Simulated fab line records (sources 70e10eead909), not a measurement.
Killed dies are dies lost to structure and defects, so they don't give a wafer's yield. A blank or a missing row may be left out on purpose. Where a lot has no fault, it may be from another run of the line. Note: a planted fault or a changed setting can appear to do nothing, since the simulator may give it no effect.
Chamber matching -- flow nand-harc -- NHARC_A_STAIRCASE_TRIM_187 on rie-diel-13: 4 sister chambers
The step chemistry O2, time 211.2 s. 4 wafers are shown with their chamber, then 7 later ones without.

== WAFERS WITH THEIR CHAMBER ==
wafer,chamber,drypump-motor-current-A (A)
L087.3,0,5.4
L087.4,2,6.3
L092.2,1,6.4
L092.3,3,5.3

== WAFERS WITH NO CHAMBER GIVEN ==
wafer,drypump-motor-current-A (A)
L092.4,5.4
L094.1,5.4
L094.2,5.4
L094.6,6.5
L097.3,6.3
L097.4,5.4
L097.6,5.4

== WHICH CHAMBER EACH ONE RAN IN ==
wafer,from the rows above,in truth
L092.4,0,0
L094.1,0,0
L094.2,0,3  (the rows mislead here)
L094.6,1,1
L097.3,2,2
L097.4,0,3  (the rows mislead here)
L097.6,0,0
Placed correctly: 5 of 7. From these rows, 0 cannot be placed. 2 placed wrongly.
How it was worked out, from the rows above alone: a wafer's distance from a chamber is the root of the sum, over the readings, of the square of ((its reading less the chamber's mean) divided by the reading's scatter). If the next closest chamber is less than 2 further off than the closest, the wafer can't be placed; otherwise it belongs to the closest. The mean given for a chamber averages the wafers shown for that chamber. The scatter: root of mean squared gap, hidden wafer to nearest shown wafer, with one shown wafer a chamber.
